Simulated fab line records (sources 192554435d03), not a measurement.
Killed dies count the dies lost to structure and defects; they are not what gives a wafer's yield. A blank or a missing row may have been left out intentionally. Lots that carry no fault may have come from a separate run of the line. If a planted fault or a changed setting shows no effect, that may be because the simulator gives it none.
Which tool was responsible? -- flow n5Finfet -- 23 lots with 69 wafers sampled at 3 steps, on a route of 1938 steps

== WHAT THE GAUGES READ, wafer by wafer ==
N5_MOL_CONTACT_COAG_CD_MEAS_99: target cd 17.2 nm.
lot,measured,on,cdNm (nm)
L074,day 5 00:13,cdSem-01,16.9 17.2 17.7
L075,day 5 10:31,cdSem-01,17.2 17.3 17.3
L076,day 5 11:25,cdSem-03,17.0 16.9 16.9
L077,day 5 12:54,cdSem-02,16.9 17.4 17.5
L078,day 6 00:54,cdSem-01,18.0 17.7 16.8
L079,day 6 08:11,cdSem-03,17.5 17.3 17.4
L080,day 6 11:13,cdSem-03,17.4 17.5 16.9
L083,day 7 05:05,cdSem-03,17.6 17.7 17.5
L081,day 7 08:01,cdSem-02,17.5 17.3 17.0
L084,day 7 09:53,cdSem-01,17.1 17.6 17.0
L082,day 7 10:59,cdSem-01,17.6 16.9 16.7
L085,day 7 17:54,cdSem-01,17.4 17.4 17.5
L086,day 7 18:10,cdSem-03,16.7 17.5 17.4
L087,day 8 03:58,cdSem-01,16.8 16.8 16.8
L088,day 8 05:09,cdSem-02,17.1 17.0 17.6
L089,day 8 12:41,cdSem-01,17.4 17.0 17.2
L090,day 8 18:31,cdSem-01,16.6 17.1 16.9
L091,day 8 23:10,cdSem-02,17.2 17.5 17.5
L092,day 9 05:56,cdSem-02,17.0 17.2 16.6
L093,day 9 17:37,cdSem-01,17.4 17.9 17.5
L094,day 9 21:58,cdSem-01,17.0 16.6 17.0
L096,day 10 09:04,cdSem-02,17.2 16.6 17.1
L097,day 10 18:29,cdSem-02,17.0 16.7 16.9

== WHAT TOOL EACH LOT RAN ON (gives the tool, then ch and the chambers of the sampled wafers, and finally the start) ==
lot,N5_GATE_CUT_CMP_43,N5_MOL_CONTACT_COAG_ETCH_15
L074,"cmp-02 ch 0,1, day 4 22:38","rieDiel-02 ch 1,2,3, day 5 00:04"
L075,"cmp-02 ch 0,1,2, day 5 09:04","rieDiel-06 ch 1,2, day 5 10:20"
L076,"cmp-02 ch 2,3, day 5 09:53","rieDiel-06 ch 0,1, day 5 11:14"
L077,"cmp-03 ch 1,3, day 5 10:55","rieDiel-01 ch 1,2,3, day 5 12:43"
L078,"cmp-03 ch 0,2, day 5 23:13","rieDiel-02 ch 0,1,3, day 6 00:43"
L079,"cmp-02 ch 0,3, day 6 06:37","rieDiel-02 ch 0,3, day 6 08:00"
L080,"cmp-03 ch 0,1,2, day 6 09:46","rieDiel-01 ch 1,2,3, day 6 11:02"
L083,"cmp-04 ch 1,2,3, day 7 03:29","rieDiel-02 ch 0,2,3, day 7 04:54"
L081,"cmp-03 ch 0,3, day 7 06:29","rieDiel-02 ch 1,3, day 7 07:50"
L084,"cmp-02 ch 0,1,3, day 7 08:26","rieDiel-06 ch 0,1,3, day 7 09:42"
L082,"cmp-04 ch 0,2, day 7 09:24","rieDiel-01 ch 1,2,3, day 7 10:48"
L085,"cmp-02 ch 1,2,3, day 7 16:22","rieDiel-02 ch 0,1,3, day 7 17:43"
L086,"cmp-03 ch 0,1,2, day 7 16:44","rieDiel-06 ch 2,3, day 7 17:59"
L087,"cmp-02 ch 0,1,3, day 8 02:31","rieDiel-01 ch 2,3, day 8 03:47"
L088,"cmp-02 ch 2,3, day 8 03:36","rieDiel-02 ch 1,2,3, day 8 04:58"
L089,"cmp-04 ch 0,2, day 8 11:03","rieDiel-06 ch 1,2, day 8 12:30"
L090,"cmp-02 ch 0,2,3, day 8 16:44","rieDiel-01 ch 0,2,3, day 8 18:20"
L091,"cmp-04 ch 2,3, day 8 21:38","rieDiel-02 ch 1,2, day 8 22:59"
L092,"cmp-02 ch 1,2,3, day 9 04:16","rieDiel-01 ch 0,2,3, day 9 05:46"
L093,"cmp-04 ch 1,3, day 9 16:05","rieDiel-06 ch 1,3, day 9 17:26"
L094,"cmp-04 ch 0,2,3, day 9 20:09","rieDiel-06 ch 0,2,3, day 9 21:47"
L096,"cmp-02 ch 1,3, day 10 07:26","rieDiel-06 ch 1,2,3, day 10 08:53"
L097,"cmp-02 ch 0,1,2, day 10 16:49","rieDiel-06 ch 0,2,3, day 10 18:18"
- N5_GATE_CUT_CMP_43: polishes SiO2.
- N5_MOL_CONTACT_COAG_ETCH_15: etches SiNx in CH3F/O2, stops on Si:P, target depth 7 nm.

== AS READ BY THE TOOLS THEMSELVES (means over the sampled wafers that have a number; for cases with no such wafer, the mark the record gives instead) ==
N5_GATE_CUT_CMP_43.
lot,tool,motorCurrentA (A)
L074,cmp-02,11.7
L075,cmp-02,11.4
L076,cmp-02,13.8
L077,cmp-03,10.7
L078,cmp-03,14.4
L079,cmp-02,13.4
L080,cmp-03,13.3
L083,cmp-04,12.6
L081,cmp-03,12.3
L084,cmp-02,12.7
L082,cmp-04,11.9
L085,cmp-02,12.3
L086,cmp-03,13.4
L087,cmp-02,12.6
L088,cmp-02,12.3
L089,cmp-04,12.6
L090,cmp-02,12.5
L091,cmp-04,11.8
L092,cmp-02,12.2
L093,cmp-04,12.9
L094,cmp-04,12.2
L096,cmp-02,13.1
L097,cmp-02,11.2

N5_MOL_CONTACT_COAG_ETCH_15.
lot,tool,drypumpMotorCurrentA (A),oes_ar_750_au (a.u.),oes_o_777_au (a.u.),oesProductAu (a.u.),rfVppV (V),showerheadPlenumPTorr (Torr),throttleValvePct (%)
L074,rieDiel-02,5.7,0.75,0.76,0.55,300,2.06,16.41
L075,rieDiel-06,5.4,0.73,0.74,0.54,304,2.08,16.20
L076,rieDiel-06,5.3,0.77,0.78,0.56,303,2.09,16.39
L077,rieDiel-01,5.4,0.77,0.77,0.56,297,2.00,16.29
L078,rieDiel-02,5.6,0.81,0.81,0.60,297,2.07,16.35
L079,rieDiel-02,5.4,0.88,0.90,0.65,295,2.09,16.26
L080,rieDiel-01,5.4,0.77,0.76,0.56,297,2.00,16.31
L083,rieDiel-02,5.5,0.80,0.81,0.58,297,2.06,16.36
L081,rieDiel-02,5.7,0.72,0.73,0.53,299,2.05,16.47
L084,rieDiel-06,5.5,0.83,0.84,0.60,299,2.05,16.35
L082,rieDiel-01,5.4,0.76,0.76,0.55,296,2.00,16.32
L085,rieDiel-02,5.6,0.79,0.80,0.58,297,2.06,16.38
L086,rieDiel-06,5.2,0.82,0.82,0.59,297,2.05,16.22
L087,rieDiel-01,5.1,0.72,0.71,0.54,299,1.99,16.37
L088,rieDiel-02,5.6,0.72,0.73,0.53,299,2.05,16.48
L089,rieDiel-06,5.1,0.72,0.72,0.53,302,2.08,16.23
L090,rieDiel-01,5.2,0.71,0.71,0.52,296,2.01,16.37
L091,rieDiel-02,5.6,0.70,0.71,0.52,301,2.07,16.50
L092,rieDiel-01,5.2,0.71,0.71,0.52,296,2.01,16.38
L093,rieDiel-06,5.6,0.85,0.86,0.62,294,1.99,16.32
L094,rieDiel-06,5.2,0.80,0.81,0.58,298,2.05,16.36
L096,rieDiel-06,5.4,0.78,0.78,0.56,299,2.03,16.29
L097,rieDiel-06,5.2,0.80,0.80,0.58,298,2.04,16.39

== THE ANSWER, worked out from the rows above alone ==
Rule: what is usual is taken from the lots themselves. The widest of any qualifying gaps counts: lots, ordered by their means at a reading, are off when they make up no more than a third of the lots, leave a main group of 4 or more, and stand apart from it by 3 or more times the standard deviation of that group's means. The tables above print the reading to a certain number of digits; a main group whose means all agree to those digits is not used. A lot without any number at a reading at which 4 lots or more have one is off too. The other lots that the step has rows for count as sound. The gauges are gone through in route order, then the tools' own readings, and for those a lot's mean is taken as printed above. At the first step where some lot is off, the reading lying furthest off is the one used; lots without a number count as furthest.
No lot is off on any of the readings shown, so nothing can be concluded from this.

== WHAT HAD BEEN PUT IN BY THE SIMULATOR ==
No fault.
